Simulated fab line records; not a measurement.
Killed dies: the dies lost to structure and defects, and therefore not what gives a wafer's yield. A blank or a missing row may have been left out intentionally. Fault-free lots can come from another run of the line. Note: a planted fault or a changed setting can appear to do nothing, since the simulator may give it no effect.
What tool caused it? || flow nandHarc || at 1 step of a route of 1302, 12 lots with 36 wafers sampled

== WHAT THE GAUGES READ, wafer by wafer ==
NHARC_P_M2_CD_MEAS_16.
{"lot": "L075", "measured": "day 6 18:01", "on": "cdSem-01", "cdNm (nm)": "171.2 170.2 171.5"}
{"lot": "L077", "measured": "day 7 20:05", "on": "cdSem-02", "cdNm (nm)": "168.8 170.5 167.9"}
{"lot": "L079", "measured": "day 8 07:41", "on": "cdSem-01", "cdNm (nm)": "171.2 171.7 171.7"}
{"lot": "L081", "measured": "day 9 07:29", "on": "cdSem-03", "cdNm (nm)": "169.1 169.7 168.6"}
{"lot": "L084", "measured": "day 10 10:13", "on": "cdSem-02", "cdNm (nm)": "169.8 168.5 172.0"}
{"lot": "L085", "measured": "day 11 03:12", "on": "cdSem-02", "cdNm (nm)": "171.7 170.6 170.4"}
{"lot": "L087", "measured": "day 11 14:56", "on": "cdSem-02", "cdNm (nm)": "168.5 170.1 168.4"}
{"lot": "L089", "measured": "day 12 14:33", "on": "cdSem-01", "cdNm (nm)": "171.6 169.9 171.0"}
{"lot": "L091", "measured": "day 13 19:44", "on": "cdSem-01", "cdNm (nm)": "170.4 168.4 169.5"}
{"lot": "L093", "measured": "day 14 13:19", "on": "cdSem-02", "cdNm (nm)": "167.8 168.4 168.6"}
{"lot": "L096", "measured": "day 15 05:58", "on": "cdSem-02", "cdNm (nm)": "168.7 170.8 169.6"}
{"lot": "L097", "measured": "day 15 23:11", "on": "cdSem-03", "cdNm (nm)": "170.1 169.7 167.6"}

== WHAT TOOL EACH LOT RAN ON (gives the tool, then ch and the chambers of the sampled wafers, and finally the start) ==
Before these readings, the record contains no process step.

== THE ANSWER, worked out from the rows above alone ==
Rule: the lots themselves supply what counts as usual. Put in order of their means at a reading, lots are off if they are a third of the lots or fewer, leave a main group of 4 or more, and stand apart from it by a gap of 3 or more times the standard deviation of the main group's means; of several such gaps the widest counts. If all means in a main group match to the digits the tables above print for the reading, that group is not used. Also off: a lot with no number at a reading for which 4 or more lots have one. Where the step has rows for the other lots, those lots are counted as sound.
No lot is off on any of the readings shown, so nothing can be concluded from this.

== WHAT THE SIMULATOR PUT IN ==
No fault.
